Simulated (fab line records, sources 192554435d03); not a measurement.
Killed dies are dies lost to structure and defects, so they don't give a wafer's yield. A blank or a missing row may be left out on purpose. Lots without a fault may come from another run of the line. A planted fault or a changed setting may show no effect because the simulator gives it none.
A struck lot beside a sound one | flow n5_finfet | 12 steps out of a route of 1938
Sound: wafers L270.1, L270.5, L270.6. Struck: wafers L272.2, L272.3, L272.6. The cause comes at the end.
At each step with rows: each side's tool, then ch and its chambers, then its first start. Under that, the readings that differ: sound wafers | struck wafers | difference of the means | sigmas: that difference in standard deviations of wafers without a fault.
alike: readings whose means differ by less than 2 such deviations, and words and numbers that are the same on both sides. not compared: withheld readings, readings that some wafer has no value for, bounds like >300 that may hide the same value, and numbers for which the record gives no deviation and whose values overlap.
The two part at a step that has a row with sigmas, a row that says differs or no value, or rows on one side only. Numbers that don't overlap but have no deviation are shown without sigmas and don't part them. A reading that every wafer of one side lacks parts them only if that side has two wafers or more.

first, 9 steps without rows for these wafers: N5_BEOL_M2_SOFTBAKE_23 (time 60 s); N5_BEOL_M2_EXPOSE_25 (exposes mask V1, defocus 5 nm); N5_BEOL_M2_PEB_26 (peb time 60 s); N5_BEOL_M2_DEVELOP_27 (develop time 30 s); N5_BEOL_M2_DESCUM_33 (chemistry O2, time 7 s); N5_BEOL_M2_ETCH_77 (etches underlayer in N2/H2, target depth 6.5 nm, time 5.2 s); N5_BEOL_M2_ETCH_69 (etches SiARC in CF4, target depth 15.6 nm, time 26 s); N5_BEOL_M2_ALD_98 (deposits SiO2, target thk 2.5 nm, pulse time 1 s, co reactant pulse time 1 s); N5_BEOL_M2_ETCHBACK_99 (etches SiO2 in CHF3, target depth 5 nm, time 10.4 s).
N5_BEOL_M2_ETCH_70: etches SOC in N2/H2, target depth 80 nm, overetch 24 nm, time 130 s.
  sound on rie_diel-01 ch 0,3, day 9 11:04; struck on rie_diel-01 ch 0,1, day 10 04:27
  reading                                    | sound | struck    | difference | sigmas
  model.SiARC_of_BEOL_M2_COAT_68.thk_nm (nm) | 6 6 6 | 3.4 3 3.2 | -2.8       |
  alike: bias_w, chamber_pressure_mTorr, drypump_motor_current_A, oes_product_au, rf_vpp_V, showerhead_plenum_p_Torr, throttle_valve_pct
  not compared: rf_hours_counter_h
then, 1 step without rows for these wafers: N5_BEOL_M2_STRIP_71 (strips in N2/H2).
N5_BEOL_M4_RC_MEAS_101:
  sound on prober-01 ch 0, day 11 02:36; struck on prober-01 ch 0, day 11 09:58
  reading       | sound          | struck         | difference | sigmas
  DIBL_N (mV/V) | 38.7 40.5 41.2 | 36.4 35.9 35.6 | -4.2       | -2
  SS_P (mV/dec) | 73.9 74.9 74.8 | 73.2 72.7 73.5 | -1.4       | -2
  alike: DIBL_P, IOFF_N, IOFF_P, ION_N, ION_P, SS_N, VT_N, VT_P

WHERE THEY PART
Only at N5_BEOL_M4_RC_MEAS_101, within this record.

WHY: what the simulator had put in
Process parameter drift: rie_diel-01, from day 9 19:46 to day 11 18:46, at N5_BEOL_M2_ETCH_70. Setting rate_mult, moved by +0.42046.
